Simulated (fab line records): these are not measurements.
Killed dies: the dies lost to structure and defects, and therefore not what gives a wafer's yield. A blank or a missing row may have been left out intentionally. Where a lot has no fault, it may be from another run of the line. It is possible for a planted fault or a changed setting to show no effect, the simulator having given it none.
Which of the tools did it? | flow nand-harc | 12 lots with 34 wafers sampled at 5 steps, on a route of 1159 steps

WHAT EACH GAUGE READ, for each wafer
NHARC_END_SORT_01. Usual: killed-at-array 26, standard deviation 8.6; killed-at-other 0.7, standard deviation 0.97; killed-at-periphery 3.2, standard deviation 2.2; killed-dies 30, standard deviation 8.9; killed-open 3.1, standard deviation 1.8; killed-short 2.2, standard deviation 1.8.
lot  | measured     | on        | killed-at-array | killed-at-other | killed-at-periphery | killed-dies | killed-open | killed-short | flag
L499 | day 19 10:24 | prober-01 | 29 26 30        | 1 0 1           | 1 4 1               | 31 30 32    | 2 4 1       | 1 2 1        |
L503 | day 19 18:16 | prober-02 | 29 23 34        | 0 1 0           | 3 5 1               | 32 29 35    | 1 3 4       | 3 6 4        |
L511 | day 22 08:11 | prober-01 | 31 33 28        | 2 1 1           | 2 3 7               | 35 37 36    | 5 1 3       | 1 2 4        |
L512 | day 23 04:44 | prober-02 | 673 30          | 0 0             | 3 1                 | 676 31      | 7 2         | 2 3          | OFF
L514 | day 23 12:30 | prober-01 | 670 20          | 0 1             | 4 6                 | 674 27      | 7 5         | 0 1          | OFF
L517 | day 24 12:37 | prober-02 | 29 21 21        | 0 1 1           | 1 4 3               | 30 26 25    | 3 2 2       | 1 2 4        |
L520 | day 24 15:41 | prober-01 | 16 23           | 0 1             | 6 1                 | 22 25       | 5 2         | 0 1          |

WHAT TOOL EACH LOT RAN ON (gives the tool, then ch and the chambers of the sampled wafers, and finally the start)
lot  | NHARC_A_STAIRCASE_DESCUM_168       | NHARC_A_STAIRCASE_TRIM_12          | NHARC_A_STAIRCASE_ETCH_13          | NHARC_A_STAIRCASE_TRIM_18
L499 | rie-diel-02 ch 0,1,3, day 10 23:17 | rie-diel-01 ch 0,1,2, day 11 01:10 | rie-diel-01 ch 0,1,2, day 11 01:21 | rie-diel-01 ch 0,2, day 19 10:24 or earlier
L500 | rie-diel-01 ch 0,1,2, day 10 23:28 | rie-diel-01 ch 0,1,2, day 11 01:36 | rie-diel-01 ch 0,2, day 11 01:47   | rie-diel-01 ch 1,2, no start
L501 | rie-diel-01 ch 1,2, day 11 08:31   | rie-diel-02 ch 1,2, day 11 10:29   | rie-diel-02 ch 1,2, day 11 10:41   | rie-diel-02 ch 0,1, no start
L505 | rie-diel-02 ch 0,3, day 11 20:48   | rie-diel-13 ch 0,3, day 11 22:38   | rie-diel-13 ch 0,3, day 11 22:47   | rie-diel-13 ch 0,2,3, no start
L503 | rie-diel-13 ch 2,3, day 11 20:59   | rie-diel-01 ch 0,1,3, day 11 23:08 | rie-diel-01 ch 1,2,3, day 11 23:19 | rie-diel-01 ch 1,2, day 19 18:16 or earlier
L511 | rie-diel-01 ch 1,2,3, day 13 22:05 | rie-diel-02 ch 1,2,3, day 14 00:09 | rie-diel-02 ch 0,2,3, day 14 00:19 | rie-diel-02 ch 0,1,2, day 22 08:11 or earlier
L513 | rie-diel-02 ch 1,2, day 14 04:06   | rie-diel-02 ch 0,1, day 14 06:05   | rie-diel-02 ch 0,1,2, day 14 06:18 | rie-diel-02 ch 1,2,3, no start
L512 | rie-diel-01 ch 0,2, day 14 20:24   | rie-diel-13 ch 1,2, day 14 22:37   | rie-diel-13 ch 2,3, day 14 22:47   | rie-diel-13 ch 0,3, day 23 04:44 or earlier
L514 | rie-diel-01 ch 1,3, day 14 20:28   | rie-diel-13 ch 1,3, day 14 22:50   | rie-diel-13 ch 0,2, day 14 23:02   | rie-diel-13 ch 1,2, day 23 12:30 or earlier
L517 | rie-diel-13 ch 1,2, day 15 17:20   | rie-diel-02 ch 0,1,2, day 15 19:22 | rie-diel-02 ch 0,1,2, day 15 19:29 | rie-diel-02 ch 1,2,3, day 24 12:37 or earlier
L520 | rie-diel-01 ch 0,1,3, day 16 09:52 | rie-diel-02 ch 0,1,3, day 16 11:41 | rie-diel-02 ch 1,2,3, day 16 11:51 | rie-diel-02 ch 0,1,2, day 24 15:41 or earlier
L522 | rie-diel-02 ch 0,1,2, day 16 18:42 | rie-diel-02 ch 1,2,3, day 16 21:18 | rie-diel-02 ch 0,2,3, day 16 21:27 | rie-diel-02 ch 1,2, no start
- NHARC_A_STAIRCASE_DESCUM_168: chemistry O2, time 3 s.
- NHARC_A_STAIRCASE_TRIM_12: chemistry O2, time 211.2 s.
- NHARC_A_STAIRCASE_ETCH_13: etches the open film in C4F8/O2, target depth 100 nm, time 40.5 s.
- NHARC_A_STAIRCASE_TRIM_18: chemistry O2, time 211.2 s.

AS READ BY THE TOOLS THEMSELVES (means over the sampled wafers that have a number; for cases with no such wafer, the mark the record gives instead)
NHARC_A_STAIRCASE_DESCUM_168. Usual: drypump-motor-current-A 5.7 A, standard deviation 0.37; oes-product-au 1.002 a.u., standard deviation 0.0086; rf-vpp-V 57.6 V, standard deviation 0.9; showerhead-plenum-p-Torr 1.89 Torr, standard deviation 0.091; throttle-valve-pct 11.311 %, standard deviation 0.0092.
lot  | tool        | drypump-motor-current-A (A) | oes-product-au (a.u.) | rf-vpp-V (V) | showerhead-plenum-p-Torr (Torr) | throttle-valve-pct (%) | flag
L499 | rie-diel-02 | 5.6                         | 0.999                 | 57.3         | 1.93                            | 11.311                 |
L500 | rie-diel-01 | 5.8                         | 0.990                 | 57.3         | 1.88                            | 11.316                 |
L501 | rie-diel-01 | 6.1                         | 1.010                 | 58.1         | 1.93                            | 11.315                 |
L505 | rie-diel-02 | 5.9                         | 1.004                 | 58.7         | 2.00                            | 11.314                 |
L503 | rie-diel-13 | 5.5                         | 1.005                 | 57.3         | 1.80                            | 11.311                 |
L511 | rie-diel-01 | 5.9                         | 1.001                 | 57.1         | 1.91                            | 11.309                 |
L513 | rie-diel-02 | 5.5                         | 1.000                 | 56.6         | 1.80                            | 11.308                 |
L512 | rie-diel-01 | 5.8                         | 1.005                 | 57.9         | 1.89                            | 11.309                 |
L514 | rie-diel-01 | 5.7                         | 1.004                 | 57.5         | 1.88                            | 11.308                 |
L517 | rie-diel-13 | 5.9                         | 1.012                 | 57.3         | 1.98                            | 11.299                 |
L520 | rie-diel-01 | 5.6                         | 1.018                 | 57.6         | 1.85                            | 11.307                 |
L522 | rie-diel-02 | 5.5                         | 0.992                 | 58.3         | 1.84                            | 11.312                 |

NHARC_A_STAIRCASE_TRIM_12. Usual: drypump-motor-current-A 5.7 A, standard deviation 0.35; oes-product-au 1.003 a.u., standard deviation 0.0076; rf-vpp-V 57.8 V, standard deviation 0.89; showerhead-plenum-p-Torr 3.49 Torr, standard deviation 0.16; throttle-valve-pct 17.035 %, standard deviation 0.0088.
lot  | tool        | drypump-motor-current-A (A) | oes-product-au (a.u.) | rf-vpp-V (V) | showerhead-plenum-p-Torr (Torr) | throttle-valve-pct (%) | flag
L499 | rie-diel-01 | 5.9                         | 1.007                 | 58.2         | 3.46                            | 17.039                 |
L500 | rie-diel-01 | 5.8                         | 1.000                 | 57.7         | 3.46                            | 17.044                 |
L501 | rie-diel-02 | 5.6                         | 1.002                 | 57.6         | 3.34                            | 17.028                 |
L505 | rie-diel-13 | 5.4                         | 0.995                 | 58.8         | 3.49                            | 17.029                 |
L503 | rie-diel-01 | 5.6                         | 1.003                 | 58.2         | 3.44                            | 17.031                 |
L511 | rie-diel-02 | 5.8                         | 0.999                 | 58.0         | 3.46                            | 17.039                 |
L513 | rie-diel-02 | 5.3                         | 1.003                 | 57.1         | 3.40                            | 17.043                 |
L512 | rie-diel-13 | 5.9                         | 1.004                 | 57.2         | 3.58                            | 17.040                 |
L514 | rie-diel-13 | 5.9                         | 1.009                 | 58.1         | 3.40                            | 17.038                 |
L517 | rie-diel-02 | 5.5                         | 0.998                 | 57.6         | 3.41                            | 17.031                 |
L520 | rie-diel-02 | 5.7                         | 1.000                 | 58.3         | 3.52                            | 17.045                 |
L522 | rie-diel-02 | 5.8                         | 1.003                 | 57.6         | 3.45                            | 17.038                 |

NHARC_A_STAIRCASE_ETCH_13. Usual: oes-product-au 0.940 a.u., standard deviation 0.013; rf-vpp-V 895 V, standard deviation 5.5.
lot  | tool        | oes-product-au (a.u.) | rf-vpp-V (V) | flag
L499 | rie-diel-01 | 0.942                 | 894          |
L500 | rie-diel-01 | 0.932                 | 893          |
L501 | rie-diel-02 | 0.934                 | 890          |
L505 | rie-diel-13 | 0.924                 | 895          |
L503 | rie-diel-01 | 0.928                 | 896          |
L511 | rie-diel-02 | 0.924                 | 897          |
L513 | rie-diel-02 | 0.939                 | 892          |
L512 | rie-diel-13 | 1.010                 | 900          | OFF
L514 | rie-diel-13 | 1.022                 | 900          | OFF
L517 | rie-diel-02 | 0.950                 | 892          |
L520 | rie-diel-02 | 0.951                 | 893          |
L522 | rie-diel-02 | 0.947                 | 896          |

NHARC_A_STAIRCASE_TRIM_18. Usual: drypump-motor-current-A 5.7 A, standard deviation 0.36; oes-product-au 1.003 a.u., standard deviation 0.0082; rf-vpp-V 57.9 V, standard deviation 0.86; showerhead-plenum-p-Torr 3.49 Torr, standard deviation 0.15; throttle-valve-pct 17.036 %, standard deviation 0.0091.
lot  | tool        | drypump-motor-current-A (A) | oes-product-au (a.u.) | rf-vpp-V (V) | showerhead-plenum-p-Torr (Torr) | throttle-valve-pct (%) | flag
L499 | rie-diel-01 | 6.0                         | 1.002                 | 58.6         | 3.55                            | 17.034                 |
L500 | rie-diel-01 | 6.1                         | 1.000                 | 57.9         | 3.56                            | 17.036                 |
L501 | rie-diel-02 | 5.3                         | 1.007                 | 57.7         | 3.42                            | 17.037                 |
L505 | rie-diel-13 | 5.5                         | 1.000                 | 57.7         | 3.42                            | 17.038                 |
L503 | rie-diel-01 | 6.0                         | 1.001                 | 57.7         | 3.47                            | 17.030                 |
L511 | rie-diel-02 | 5.5                         | 0.994                 | 58.1         | 3.42                            | 17.036                 |
L513 | rie-diel-02 | 5.8                         | 1.005                 | 57.2         | 3.46                            | 17.036                 |
L512 | rie-diel-13 | 5.5                         | 1.006                 | 57.9         | 3.48                            | 17.035                 |
L514 | rie-diel-13 | 6.0                         | 1.015                 | 57.7         | 3.58                            | 17.040                 |
L517 | rie-diel-02 | 5.8                         | 1.002                 | 56.4         | 3.45                            | 17.038                 |
L520 | rie-diel-02 | 5.5                         | 0.997                 | 58.2         | 3.41                            | 17.042                 |
L522 | rie-diel-02 | 5.6                         | 0.996                 | 57.7         | 3.32                            | 17.044                 |

THE ANSWER, worked out from the rows above alone
Rule: take the mean of a lot's wafers that have a number; if it is more than 3 standard deviations from the usual mean, the lot is off. Also off: a lot with no number at a reading for which 4 or more lots have one. Where the step has rows for the other lots, those lots are counted as sound. After the gauges, taken in route order, come the tools' own readings; for these a lot's mean is taken, as printed above. At the first step where some lot is off, the reading lying furthest off is the one used; lots without a number count as furthest.
Off: L512, L514, at NHARC_END_SORT_01 (killed-at-array). Neither off nor sound, because the step has no rows for them: L500, L501, L505, L513, L522.
A tool fits if, at a process step before that reading, it ran every lot that is off, and no sound lot after the first of them. Not tried: the gauges at NHARC_END_SORT_01; whatever is off there is also off at NHARC_A_STAIRCASE_ETCH_13, on other tools, and gauge error can't account for it. With no start given for some of its lots, NHARC_A_STAIRCASE_TRIM_18 uses the hours and lot order of NHARC_END_SORT_01. One fits: NHARC_A_STAIRCASE_TRIM_12 and NHARC_A_STAIRCASE_ETCH_13 and NHARC_A_STAIRCASE_TRIM_18 on rie-diel-13. It ran no sound lot before its first lot that is off in this sample, so the start can't be narrowed down.

WHAT THE SIMULATOR HAD INSERTED
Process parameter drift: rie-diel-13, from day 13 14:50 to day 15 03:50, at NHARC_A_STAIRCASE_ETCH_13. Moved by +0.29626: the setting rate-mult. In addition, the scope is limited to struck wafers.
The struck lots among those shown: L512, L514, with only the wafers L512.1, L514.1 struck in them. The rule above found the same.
